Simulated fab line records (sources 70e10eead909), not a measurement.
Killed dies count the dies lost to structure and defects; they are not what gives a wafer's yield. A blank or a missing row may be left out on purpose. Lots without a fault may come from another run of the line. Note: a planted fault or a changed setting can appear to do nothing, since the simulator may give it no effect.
Chamber matching	flow nand_harc	NHARC_A_BONDPAD_CMP_29 on cmp-02 has 4 sister chambers
The step polishes SiCN, target thk 200 nm. 4 wafers are shown with their chamber, then 9 later ones without.

## EACH WAFER AND ITS CHAMBER
wafer	chamber	motor_current_A (A)
L084.6	3	11.8
L092.1	2	11.0
L092.3	0	10.7
L092.5	1	13.7

## WAFERS MISSING THEIR CHAMBER
wafer	motor_current_A (A)
L093.3	11.1
L093.4	13.6
L093.5	12.3
L094.1	11.8
L094.2	12.8
L094.3	11.2
L094.4	13.8
L094.5	11.3
L094.6	12.4

## WHICH CHAMBER EACH ONE RAN IN
wafer	from the rows above	in truth
L093.3	can't be placed: 2 or 0 or 3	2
L093.4	1	1
L093.5	can't be placed: 3 or 2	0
L094.1	can't be placed: 3 or 2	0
L094.2	can't be placed: 1 or 3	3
L094.3	can't be placed: 2 or 0 or 3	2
L094.4	1	1
L094.5	can't be placed: 2 or 3 or 0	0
L094.6	can't be placed: 3 or 1 or 2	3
Placed correctly: 2 of 9. Unplaceable from these rows: 7, with the true chamber sitting among the candidates in 5. Placed wrongly: 0.
How it was worked out, from the rows above alone: a wafer's distance from a chamber is the root of the sum, over the readings, of the square of ((its reading less the chamber's mean) divided by the reading's scatter). The wafer belongs to the nearest chamber; if the next one is less than 2 further off, it can't be placed. Each chamber's mean is taken over the wafers shown for it. The scatter (one wafer shown for each chamber): square how far every hidden wafer sits from the nearest shown wafer, average those squares and take the square root.
